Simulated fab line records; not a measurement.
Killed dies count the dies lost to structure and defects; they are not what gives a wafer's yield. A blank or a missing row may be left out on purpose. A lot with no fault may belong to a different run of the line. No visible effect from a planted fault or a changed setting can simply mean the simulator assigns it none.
Problem report in the 8D (eight disciplines) form, filled by code :: flow nand_harc :: the parts of the form that need people (team, actions taken, sign-off) are left out

## 1. WHAT IS WRONG
At NHARC_P_M1_CD_MEAS_09, cd_nm averages 101.6 nm over 6 wafers from 2 lots, while fault-free wafers read 129.9 nm, standard deviation 0.79. Measured from the usual mean, that is -36 standard deviations.
The step: target cd 130 nm.
Earliest sighting: wafer L569.1 on cd_sem-02 at day 11 04:05. Wafers with a number at this step in the record: 42, from 14 lots. Rule for "out", or "out of limits": more than 4 standard deviations from the usual mean. All remaining wafers that have a number are taken as sound.

## 2. WHAT IT IS AND WHAT IT IS NOT
question: which readings at this step
is: cd_nm
is not: -

question: which lots
is: L569, L570
is not: L557, L558, L559, L560, L561, L562, L571, L572, L574, L575, L576, L579

question: which wafers of those lots
is: all that have a number
is not: -

question: read on which gauges
is: cd_sem-02, cd_sem-03
is not: cd_sem-01

question: when
is: from day 11 04:05
is not: up to then (18 sound wafers); but 18 sound wafers of L571, L572, L574, L575, L576, L579 came after

## 3. WHAT RULES OUT EACH SUSPECT
Counting: a tool stays on the suspect list if, at a process step up to the reading, it processed all lots that are out and no sound lot following the first of them.
- the gauge at NHARC_P_M1_CD_MEAS_09 has been ruled out. 2 gauges (cd_sem-02, cd_sem-03) read the wafers that are out.
- arfi_scanner-03 at NHARC_P_M1_EXPOSE_06 (exposes mask P M1, target cd 130 nm): kept. All lots that are out passed through it, beginning with L569 at day 11 03:56, and no sound lot followed; its final sound lot before that point was L562 at day 8 06:06. Out on those wafers are its own readings of exposure_dose_mJ_cm2.
After counting, what remains is arfi_scanner-03 at NHARC_P_M1_EXPOSE_06.

## 4. THE CAUSE (what the simulator had put in)
Process parameter drift: arfi_scanner-03, from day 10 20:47 on, at NHARC_P_M1_EXPOSE_06. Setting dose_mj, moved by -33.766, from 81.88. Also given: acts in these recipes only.
The count eliminated every tool but this one.

## 5. THE EFFECT CHAIN, in route order
Each row: a reading whose mean over the struck wafers that have a number lies more than 3 standard deviations from the usual. Only readings whose record carries a usual standard deviation are examined. hours: median over the lots of the time between each lot's start at the first step of this table that gives one and its start at this step. sigmas: the change, counted in usual standard deviations.
hours: 0
step: NHARC_P_M1_EXPOSE_06
reading: exposure_dose_mJ_cm2
usual: 81.80
on struck wafers: 51.40
change: -30.40
sigmas: -99 or more

hours: 0
step: NHARC_P_M1_CD_MEAS_09
reading: cd_nm
usual: 129.9 nm
on struck wafers: 101.6
change: -28.3
sigmas: -36
Its process steps:
- NHARC_P_M1_EXPOSE_06: exposes mask P M1, target cd 130 nm.
At these later measuring or inspecting steps, every struck wafer for which the step has a row has a number for every such reading, and none has moved that far: NHARC_P_M1_INSPECT_11.

## 6. HOW IT WOULD HAVE BEEN CAUGHT EARLIER
In this record the first reading out of limits at a measuring or inspecting step was taken at day 11 04:05, 7 hours after the fault began at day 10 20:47.
Tool's own readings at NHARC_P_M1_EXPOSE_06, exposure_dose_mJ_cm2: out on all struck wafers the step has rows for; an alarm limit on them would have tripped on the first.
Lots out: 2; of these, L570 started NHARC_P_M1_EXPOSE_06 on arfi_scanner-03 after day 11 04:05. Putting the tool on hold at that point would have spared it.
